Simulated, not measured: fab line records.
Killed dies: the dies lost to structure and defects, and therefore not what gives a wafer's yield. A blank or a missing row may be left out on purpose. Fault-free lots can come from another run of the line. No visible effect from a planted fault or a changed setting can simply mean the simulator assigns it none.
Chamber matching :: flow n5-finfet :: rie-diel-01 running N5_WELL_APT_DESCUM_30: 4 sister chambers
The step chemistry O2, time 7.9 s. 4 wafers are shown with their chamber, then 9 later ones without.

## WAFERS PAIRED WITH THEIR CHAMBERS
wafer: L078.6
chamber: 0
showerhead-plenum-p-Torr (Torr): 2.17

wafer: L080.6
chamber: 3
showerhead-plenum-p-Torr (Torr): 2.10

wafer: L083.5
chamber: 1
showerhead-plenum-p-Torr (Torr): 2.01

wafer: L083.6
chamber: 2
showerhead-plenum-p-Torr (Torr): 2.09

## WAFERS WITH NO CHAMBER GIVEN
wafer: L085.2
showerhead-plenum-p-Torr (Torr): 2.17

wafer: L085.3
showerhead-plenum-p-Torr (Torr): 2.09

wafer: L085.4
showerhead-plenum-p-Torr (Torr): 2.10

wafer: L091.1
showerhead-plenum-p-Torr (Torr): 2.08

wafer: L091.2
showerhead-plenum-p-Torr (Torr): 2.01

wafer: L091.3
showerhead-plenum-p-Torr (Torr): 2.09

wafer: L095.3
showerhead-plenum-p-Torr (Torr): 2.16

wafer: L095.5
showerhead-plenum-p-Torr (Torr): 2.16

wafer: L095.6
showerhead-plenum-p-Torr (Torr): 2.09

## WHICH CHAMBER EACH WENT THROUGH
wafer: L085.2
from the rows above: 0
in truth: 0

wafer: L085.3
from the rows above: can't be placed: 2 or 3
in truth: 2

wafer: L085.4
from the rows above: can't be placed: 3 or 2
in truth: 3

wafer: L091.1
from the rows above: can't be placed: 2 or 3
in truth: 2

wafer: L091.2
from the rows above: 1
in truth: 1

wafer: L091.3
from the rows above: can't be placed: 2 or 3
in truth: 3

wafer: L095.3
from the rows above: 0
in truth: 0

wafer: L095.5
from the rows above: 0
in truth: 0

wafer: L095.6
from the rows above: can't be placed: 2 or 3
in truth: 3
Correct placement for 4 of the 9. Not placeable from these rows: 5 (in 5, the candidates include the true chamber). Number placed wrongly: 0.
How it was worked out, from the rows above alone: a wafer's distance from a chamber is the root of the sum, over the readings, of the square of ((its reading less the chamber's mean) divided by the reading's scatter). The wafer belongs to the nearest chamber; if the next one is less than 2 further off, it can't be placed. The mean given for a chamber averages the wafers shown for that chamber. The scatter (one wafer shown for each chamber): square how far every hidden wafer sits from the nearest shown wafer, average those squares and take the square root.
